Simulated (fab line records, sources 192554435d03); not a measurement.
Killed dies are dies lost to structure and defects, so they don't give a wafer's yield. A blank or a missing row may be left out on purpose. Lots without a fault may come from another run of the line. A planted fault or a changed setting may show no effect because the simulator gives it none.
Split-lot experiment | flow n5_finfet | 7 lots, 21 wafers read, on a route of 1938 steps

THE SPLIT
At N5_BEOL_M14_SPUTTER_44 (material Ta, target thk 15 nm, time 24.19 s), the setting time_s was moved away from the recipe's 24.19 s on 9 of the 21 wafers read, by -14.3% to +7.8%. The other wafers ran this setting at the recipe's value.

The reading is taken at the split's own step.

THE READING
Ta_of_BEOL_M14_SPUTTER_44.thk_nm (the simulator's own value, which no gauge read), in nm, at N5_BEOL_M14_SPUTTER_44 (material Ta, target thk 15 nm, time 24.19 s). The file gives no usual value for it. The 12 wafers here that ran the recipe average 15.0 nm, standard deviation 0.18 nm.

wafer  | tool, chamber at the split | time_s as run, s | against the recipe | Ta_of_BEOL_M14_SPUTTER_44.thk_nm, nm | against lot-mates on the recipe
L078.1 | pvd_sputter-01, -          | 24.19            | recipe             | 14.8                                 | -
L078.3 | pvd_sputter-01, -          | 24.19            | recipe             | 15.2                                 | -
L078.5 | pvd_sputter-01, -          | 24.19            | recipe             | 15                                   | -
L077.1 | pvd_sputter-01, -          | 26.08            | +7.8%              | 16.4                                 | +1.3
L077.3 | pvd_sputter-01, -          | 24.19            | recipe             | 15                                   | -
L077.6 | pvd_sputter-01, -          | 24.19            | recipe             | 15.2                                 | -
L079.1 | pvd_sputter-02, -          | 23               | -4.9%              | 14.2                                 | -0.8
L079.5 | pvd_sputter-02, -          | 23               | -4.9%              | 14.2                                 | -0.8
L079.4 | pvd_sputter-02, -          | 24.19            | recipe             | 15                                   | -
L088.1 | pvd_sputter-01, -          | 20.74            | -14.3%             | 13                                   | -2.0
L088.2 | pvd_sputter-01, -          | 20.74            | -14.3%             | 12.8                                 | -2.2
L088.5 | pvd_sputter-01, -          | 24.19            | recipe             | 15                                   | -
L089.3 | pvd_sputter-01, -          | 23.03            | -4.8%              | 14.4                                 | -0.8
L089.4 | pvd_sputter-01, -          | 24.19            | recipe             | 15.2                                 | -
L089.5 | pvd_sputter-01, -          | 24.19            | recipe             | 15.2                                 | -
L090.1 | pvd_sputter-02, -          | 24.19            | recipe             | 15.2                                 | -
L090.5 | pvd_sputter-02, -          | 22.78            | -5.8%              | 14.2                                 | -1.0
L090.6 | pvd_sputter-02, -          | 22.78            | -5.8%              | 14                                   | -1.2
L097.3 | pvd_sputter-01, -          | 24.19            | recipe             | 14.6                                 | -
L097.4 | pvd_sputter-01, -          | 21.12            | -12.7%             | 13                                   | -1.8
L097.5 | pvd_sputter-01, -          | 24.19            | recipe             | 15                                   | -

THE FIT
A straight line over all 21 wafers: Ta_of_BEOL_M14_SPUTTER_44.thk_nm changes by +0.156 nm for each +1% of time_s; r = +0.98; the points scatter about the line by 0.16 nm.
The same after taking each lot's own level away (the mean of its wafers on the recipe; 21 wafers): +0.152 nm for each +1%; r = +0.99; scatter 0.14 nm.
On that fit, the largest move of time_s shifts the reading by 2.2 nm.
The lots' own levels span 14.80 to 15.20 nm, that is 2.2 times the standard deviation above.
So the lot-to-lot level changes the slope little: the two slopes agree.
Check: with one of the wafers moved furthest among these (-14.3%) left out of the fit, the line predicts -2.24 nm for it against its lot-mates. It came out at -2 nm against them.

OTHER SPLITS ON THESE WAFERS
These wafers also went through other splits before the reading. Each is held against what the fit with the lots' levels taken away leaves over:
other split on the same wafers    | wafers away from the commonest value | r with Ta_of_BEOL_M14_SPUTTER_44.thk_nm (lot level and that fit taken away)
N5_BEOL_M11_PECVD_70 time_s       | 7                                    | +0.10
N5_BEOL_M13_EXPOSE_07 dose_mj     | 7                                    | -0.08
N5_BEOL_M14_PEB_26 peb_temp_c     | 8                                    | -0.02
N5_BEOL_M14_TRENCH_ETCH_34 bias_w | 4                                    | -0.07
N5_BEOL_M14_SPUTTER_43 power_w    | 8                                    | +0.26

THE FILE'S OWN FIT
Ta_of_BEOL_M14_SPUTTER_44.thk_nm changes by +0.152 nm for each +1% of time_s, r = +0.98.
